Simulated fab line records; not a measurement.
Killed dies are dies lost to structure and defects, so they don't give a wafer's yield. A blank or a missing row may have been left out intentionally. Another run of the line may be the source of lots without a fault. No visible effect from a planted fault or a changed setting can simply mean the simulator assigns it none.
Struck lot and sound lot, side by side    flow nand-harc    15 steps out of a route of 1159
Sound: wafers L271.1, L271.2, L271.4. Struck: wafer L276.4 (L276.3, L276.6, from the same lot, were not struck and are left out); the cause is given at the end.
For every step that has rows: the tool of each side, followed by ch and its chambers, followed by its first start. Under that, the readings that differ: sound wafers    struck wafers    difference of the means    sigmas: that difference in standard deviations of wafers without a fault.
alike: readings with means less than 2 such deviations apart, plus words and numbers identical on both sides. not compared: withheld readings, readings lacking a value on some wafer, bounds such as >300 that could conceal the same value, and numbers that have no deviation in the record and whose values overlap.
The two part at a step that has a row with sigmas, a row that says differs or no value, or rows on one side only. Numbers that have no deviation but don't overlap get no sigmas and don't part them. A reading that every wafer of one side lacks parts them only if that side has two wafers or more.

first, 4 steps without rows for these wafers: NHARC_P_M2_EBR_05; NHARC_P_M2_EXPOSE_06 (exposes mask P M2, target cd 170 nm); NHARC_P_M2_PEB_07 (peb time 65 s); NHARC_P_M2_DEVELOP_08 (develop time 35 s).
NHARC_P_M2_CD_MEAS_09: target cd 170 nm.
  sound on cd-sem-01 ch 0, day 9 02:14; struck on cd-sem-01 ch 0, day 9 21:29
reading     sound              struck  difference  sigmas
cd-nm (nm)  169.9 170.0 171.3  168.8   -1.6        -3
NHARC_P_M2_OVL_MEAS_10: pitch 340 nm.
  struck on overlay-02, day 9 21:34; sound on overlay-01, day 9 02:19
  alike: overlay-x-nm, overlay-y-nm
NHARC_P_M2_INSPECT_11:
  struck on defect-inspect-02, day 9 21:37; sound on defect-inspect-01, day 9 02:22
  alike: raw-defect-count
NHARC_P_M2_DESCUM_14: chemistry O2, time 3 s.
  sound on rie-diel-03 ch 0,1,2, day 9 02:25; struck on rie-diel-03 ch 0, day 9 21:40
  alike: drypump-motor-current-A, oes-product-au, rf-vpp-V, showerhead-plenum-p-Torr, throttle-valve-pct
  not compared: rf-hours-counter-h
NHARC_P_M2_ETCH_35: etches the open film in N2/H2, target depth 40 nm, overetch 12 nm, time 43.94 s.
  sound on rie-diel-03 ch 0,1,3, day 9 02:30; struck on rie-diel-03 ch 1, day 9 21:45
  alike: drypump-motor-current-A, oes-product-au, rf-fwd-power-W, rf-vpp-V, showerhead-plenum-p-Torr, throttle-valve-pct
  not compared: rf-hours-counter-h
NHARC_P_M2_ETCH_15: etches the open film in C4F8/Ar, target depth 182.5 nm, time 91.2 s.
  sound: rie-diel-03 ch 0,1,2; struck: rie-diel-03 ch 2
  alike: oes-product-au, rf-fwd-power-W, rf-vpp-V
  not compared: rf-hours-counter-h
NHARC_P_M2_CD_MEAS_16:
  struck on cd-sem-02, day 9 21:58; sound on cd-sem-03, day 9 02:43
reading     sound              struck  difference  sigmas
cd-nm (nm)  170.3 169.1 171.4  168.4   -1.9        -2
NHARC_P_M2_STRIP_18: strips in N2/H2.
  sound on rie-diel-06 ch 0,2, day 9 02:48; struck on rie-diel-03 ch 3, day 9 22:02
  alike: drypump-motor-current-A, oes-product-au, rf-fwd-power-W, rf-vpp-V, showerhead-plenum-p-Torr, throttle-valve-pct
  not compared: rf-hours-counter-h
NHARC_P_M2_ETCH_28: etches the open film in CF4/N2, target depth 30 nm, time 72.99 s.
  sound on rie-diel-06 ch 0,1,2, day 9 03:06; struck on rie-diel-03 ch 1, day 9 22:17
reading                      sound              struck  difference  sigmas
drypump-motor-current-A (A)  6.6 6.5 5.9        4.8     -1.5        -2
oes-product-au (a.u.)        1.000 0.996 0.994  0.860   -0.137      -17
  alike: rf-fwd-power-W, rf-vpp-V, showerhead-plenum-p-Torr, throttle-valve-pct
  not compared: rf-hours-counter-h
then, 2 steps without rows for these wafers: NHARC_P_M2_STRIP_19 (strips in post etch residue remover, time 600 s); NHARC_END_SORT_01.

WHERE THEY PART
First at NHARC_P_M2_CD_MEAS_09; last, within this record, at NHARC_P_M2_ETCH_28.

WHY: whatever the simulator had introduced
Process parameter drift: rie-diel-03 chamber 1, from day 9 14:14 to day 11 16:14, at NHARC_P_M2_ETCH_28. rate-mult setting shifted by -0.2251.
